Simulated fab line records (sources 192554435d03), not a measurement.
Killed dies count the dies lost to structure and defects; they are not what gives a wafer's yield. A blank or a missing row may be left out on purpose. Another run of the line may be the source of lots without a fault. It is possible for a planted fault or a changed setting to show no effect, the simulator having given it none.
Chamber matching    flow n5Finfet    rieDiel-05 running N5_BEOL_M1_ETCH_64: 4 sister chambers
The step etches SOC in N2/H2, target depth 75 nm, overetch 15 nm, time 112.5 s. 20 wafers are shown with their chamber, then 10 later ones without.

EACH WAFER AND ITS CHAMBER
wafer   chamber  showerheadPlenumPTorr (Torr)  drypumpMotorCurrentA (A)  throttleValvePct (%)
L075.1  3        2.59                          5.64                      17.6
L075.3  0        2.61                          5.62                      17.7
L075.5  0        2.61                          5.61                      17.7
L076.3  2        2.44                          6.03                      18.2
L076.5  2        2.44                          6.05                      18.1
L076.6  1        2.63                          5.92                      18.2
L077.1  2        2.44                          6.06                      18.1
L077.2  0        2.61                          5.64                      17.7
L077.6  1        2.63                          5.92                      18.2
L079.2  3        2.58                          5.61                      17.6
L079.3  2        2.43                          6.06                      18.2
L079.6  3        2.58                          5.62                      17.6
L082.4  3        2.58                          5.63                      17.6
L082.5  1        2.63                          5.93                      18.2
L082.6  2        2.43                          6.08                      18.2
L084.1  1        2.63                          5.92                      18.2
L084.4  3        2.58                          5.63                      17.6
L084.6  2        2.43                          6.07                      18.2
L088.1  0        2.60                          5.65                      17.3
L088.3  1        2.62                          5.93                      18.2

SIGNATURES (averages over the wafers above)
reading                chamber 0  chamber 1  chamber 2  chamber 3  scatter within a chamber
showerheadPlenumPTorr  2.6075     2.6280     2.4350     2.5820     0.00491
drypumpMotorCurrentA   5.6300     5.9240     6.0583     5.6260     0.014
throttleValvePct       17.600     18.200     18.167     17.600     0.0913
Rule: for each reading, subtract the chamber's mean from the wafer's reading, divide by that reading's scatter and square the result; add these up over the readings and take the root, which gives the wafer's distance from the chamber. If the next closest chamber is less than 2 further off than the closest, the wafer can't be placed; otherwise it belongs to the closest. The scatter is the square root of a quotient: the sum, over the shown wafers, of each reading's squared deviation from its chamber's mean, divided by wafers minus chambers.

WAFERS WHOSE CHAMBER IS MISSING
wafer   showerheadPlenumPTorr (Torr)  drypumpMotorCurrentA (A)  throttleValvePct (%)
L088.6  2.62                          5.91                      18.2
L093.2  2.42                          6.11                      18.2
L093.4  2.60                          5.59                      17.3
L093.5  2.42                          6.09                      18.2
L094.3  2.60                          5.58                      17.3
L094.4  2.60                          5.63                      17.4
L094.5  2.42                          6.00                      18.2
L092.1  2.42                          5.99                      18.2
L092.2  2.62                          5.94                      18.2
L092.5  2.42                          6.03                      18.2

WHICH CHAMBER EACH WENT THROUGH
wafer   from the rows above      in truth
L088.6  1                        1
L093.2  2                        2
L093.4  can't be placed: 0 or 3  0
L093.5  2                        2
L094.3  can't be placed: 0 or 3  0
L094.4  can't be placed: 0 or 3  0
L094.5  2                        2
L092.1  2                        2
L092.2  1                        1
L092.5  2                        2
Correctly placed: 7 of 10. These rows do not allow placing 3 (true chamber among the candidates in 3). 0 placed wrongly.
